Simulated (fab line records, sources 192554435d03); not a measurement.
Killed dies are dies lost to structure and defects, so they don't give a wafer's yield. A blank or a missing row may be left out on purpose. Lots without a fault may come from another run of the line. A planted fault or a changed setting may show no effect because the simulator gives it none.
Chamber matching | flow n5_finfet | N5_BEOL_M8_ILD_DEP_00 on pecvd-02: 3 sister chambers
The step deposits SiCOH lowk from DEMS/porogen, target thk 179.75 nm, time 33.4 s. 3 wafers are shown with their chamber, then 7 later ones without.

WAFERS WITH THEIR CHAMBER
wafer  | chamber | throttle_valve_pct (%)
L785.2 | 2       | 13.9
L791.1 | 1       | 14.0
L791.3 | 0       | 14.9

WAFERS WITHOUT THEIR CHAMBER
wafer  | throttle_valve_pct (%)
L791.4 | 14.9
L796.3 | 13.8
L796.4 | 15.2
L796.6 | 14.0
L798.2 | 14.9
L798.3 | 14.2
L798.5 | 14.3

WHICH CHAMBER EACH WENT THROUGH
wafer  | from the rows above          | in truth
L791.4 | 0                            | 0
L796.3 | can't be placed: 2 or 1      | 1
L796.4 | 0                            | 0
L796.6 | can't be placed: 1 or 2      | 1
L798.2 | 0                            | 0
L798.3 | can't be placed: 1 or 2      | 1
L798.5 | can't be placed: 1 or 2 or 0 | 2
Placed correctly: 3 of 7. Can't be placed from these rows: 4 (the true chamber is among the candidates in 4). Placed wrongly: 0.
How it was worked out, from the rows above alone: a wafer's distance from a chamber is the root of the sum, over the readings, of the square of ((its reading less the chamber's mean) divided by the reading's scatter). The wafer belongs to the nearest chamber; if the next one is less than 2 further off, it can't be placed. A chamber's mean is the mean of its shown wafers. The scatter: with one shown wafer a chamber, the root of the mean of the squares of how far each hidden wafer lies from its nearest shown one.
